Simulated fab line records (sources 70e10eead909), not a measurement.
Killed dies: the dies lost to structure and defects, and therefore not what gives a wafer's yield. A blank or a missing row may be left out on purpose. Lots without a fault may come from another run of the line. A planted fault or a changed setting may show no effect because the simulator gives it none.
Chamber matching ; flow nandHarc ; NHARC_A_BONDPAD_STRIP_15 on rieDiel-03 has 4 sister chambers
The step strips in O2. 18 wafers are shown with their chamber, then 9 later ones without.

WAFERS, EACH WITH ITS CHAMBER
wafer;chamber;drypumpMotorCurrentA (A);showerheadPlenumPTorr (Torr);rfVppV (V)
L076.2;3;5.6;3.63;58.5
L076.5;2;5.2;3.69;59.2
L076.6;1;5.3;3.28;56.9
L078.1;0;5.7;3.68;59.1
L078.5;0;5.7;3.68;57.7
L078.6;1;5.3;3.28;56.2
L079.1;1;5.3;3.27;57.0
L079.5;2;5.2;3.69;59.5
L079.6;3;5.7;3.62;58.1
L080.2;0;5.7;3.67;57.7
L080.3;1;5.3;3.28;56.6
L080.5;0;5.7;3.67;59.1
L083.1;1;5.3;3.27;56.8
L083.2;3;5.7;3.62;57.3
L083.3;0;5.7;3.67;58.3
L087.1;1;5.3;3.81;58.7
L087.3;0;5.7;3.66;58.5
L087.6;3;5.7;3.62;57.8

SIGNATURES (means of the wafers above)
reading;chamber 0;chamber 1;chamber 2;chamber 3;scatter within a chamber
drypumpMotorCurrentA;5.700;5.300;5.200;5.675;0.0231
showerheadPlenumPTorr;3.6717;3.3650;3.6900;3.6225;0.13
rfVppV;58.400;57.033;59.350;57.925;0.683
Rule: for a wafer and a chamber, the distance is found by dividing, reading by reading, the gap between the wafer's reading and the chamber's mean by the reading's scatter, squaring, summing and taking the root. If the next closest chamber is less than 2 further off than the closest, the wafer can't be placed; otherwise it belongs to the closest. The scatter: the root of (the sum of the squares of (reading less its chamber's mean) over the shown wafers, divided by (wafers less chambers)).

WAFERS WHOSE CHAMBER IS MISSING
wafer;drypumpMotorCurrentA (A);showerheadPlenumPTorr (Torr);rfVppV (V)
L089.2;5.7;3.62;57.3
L089.5;5.7;3.66;58.1
L089.6;5.3;3.80;59.4
L091.2;5.7;3.66;57.1
L091.4;5.3;3.80;58.4
L091.6;5.7;3.61;57.4
L094.1;5.3;3.80;58.5
L094.4;5.7;3.61;58.4
L094.5;5.2;3.68;57.4

WHICH CHAMBER EACH ONE RAN IN
wafer;from the rows above;in truth
L089.2;can't be placed: 3 or 0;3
L089.5;can't be placed: 0 or 3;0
L089.6;can't be placed: 2 or 1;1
L091.2;can't be placed: 3 or 0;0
L091.4;can't be placed: 1 or 2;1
L091.6;can't be placed: 3 or 0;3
L094.1;can't be placed: 1 or 2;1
L094.4;can't be placed: 0 or 3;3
L094.5;2;2
Placed correctly: 1 of 9. Cannot be placed on the basis of these rows: 8; the candidates contain the true chamber in 8. Placed wrongly: 0.
